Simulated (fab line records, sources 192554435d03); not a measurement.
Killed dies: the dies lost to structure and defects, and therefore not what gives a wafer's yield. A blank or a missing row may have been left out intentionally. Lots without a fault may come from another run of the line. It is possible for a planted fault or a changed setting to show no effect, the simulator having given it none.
The tool behind it: which one? | flow n5Finfet | 12 lots with 36 wafers sampled at 3 steps, on a route of 1938 steps

== WHAT EACH GAUGE READ, for each wafer ==
N5_BEOL_M1_CD_MEAS_18: pitch 36 nm, target cd 18 nm.
lot  | measured     | on       | cdNm (nm)
L075 | day 6 10:14  | cdSem-03 | 18.5 18.4 18.5
L076 | day 6 20:43  | cdSem-02 | 17.9 18.2 18.1
L079 | day 7 05:18  | cdSem-02 | 18.0 18.1 18.3
L081 | day 7 20:26  | cdSem-03 | 18.3 18.0 18.1
L083 | day 8 12:11  | cdSem-02 | 18.4 17.6 18.0
L086 | day 8 21:16  | cdSem-02 | 18.4 18.1 17.5
L087 | day 9 13:26  | cdSem-01 | 17.8 17.7 17.7
L089 | day 9 21:26  | cdSem-01 | 17.8 18.2 18.0
L092 | day 10 11:19 | cdSem-02 | 18.4 18.1 18.0
L093 | day 10 23:20 | cdSem-02 | 18.5 18.7 18.8
L095 | day 11 11:14 | cdSem-03 | 18.4 18.1 18.0
L097 | day 12 01:55 | cdSem-01 | 18.1 18.4 17.9

== WHICH TOOL RAN EACH LOT (tool, then ch and the chambers of the sampled wafers, then the start) ==
lot  | N5_BEOL_M0_ANNEAL_117       | N5_BEOL_M1_ETCH_63
L075 | pvdSputter-03, day 6 07:24  | rieDiel-06 ch 0,2,3, day 6 09:52
L076 | pvdSputter-02, day 6 16:47  | rieDiel-05 ch 0,1, day 6 20:20
L079 | pvdSputter-02, day 7 02:14  | rieDiel-06 ch 0,2,3, day 7 04:55
L081 | pvdSputter-03, day 7 16:00  | rieDiel-06 ch 0,1, day 7 20:03
L083 | pvdSputter-03, day 8 08:08  | rieDiel-05 ch 1,2,3, day 8 11:48
L086 | pvdSputter-03, day 8 17:31  | rieDiel-06 ch 0,1,3, day 8 20:53
L087 | pvdSputter-03, day 9 07:34  | rieDiel-03 ch 0,1,3, day 9 12:55
L089 | pvdSputter-02, day 9 17:16  | rieDiel-03 ch 0,1,3, day 9 21:04
L092 | pvdSputter-02, day 10 08:16 | rieDiel-05 ch 0,1,3, day 10 10:56
L093 | pvdSputter-03, day 10 19:04 | rieDiel-06 ch 1,2,3, day 10 22:55
L095 | pvdSputter-02, day 11 03:39 | rieDiel-05 ch 1,2, day 11 10:50
L097 | pvdSputter-01, day 11 21:17 | rieDiel-03 ch 0,1, day 12 01:30
- N5_BEOL_M0_ANNEAL_117: time 60 s.
- N5_BEOL_M1_ETCH_63: etches SiARC in CF4, target depth 15.6 nm, time 26 s.

== THE ANSWER, worked out from the rows above alone ==
Rule: usual is defined by the lots themselves. Put in order of their means at a reading, lots are off if they are a third of the lots or fewer, leave a main group of 4 or more, and stand apart from it by a gap of 3 or more times the standard deviation of the main group's means; of several such gaps the widest counts. Not used: any main group whose means are identical at the precision the tables above print for the reading. A lot without any number at a reading at which 4 lots or more have one is off too. Any other lot the step has rows for is counted as sound.
None of the lots is off at any reading shown; this tells nothing.

== WHAT WAS PUT IN BY THE SIMULATOR ==
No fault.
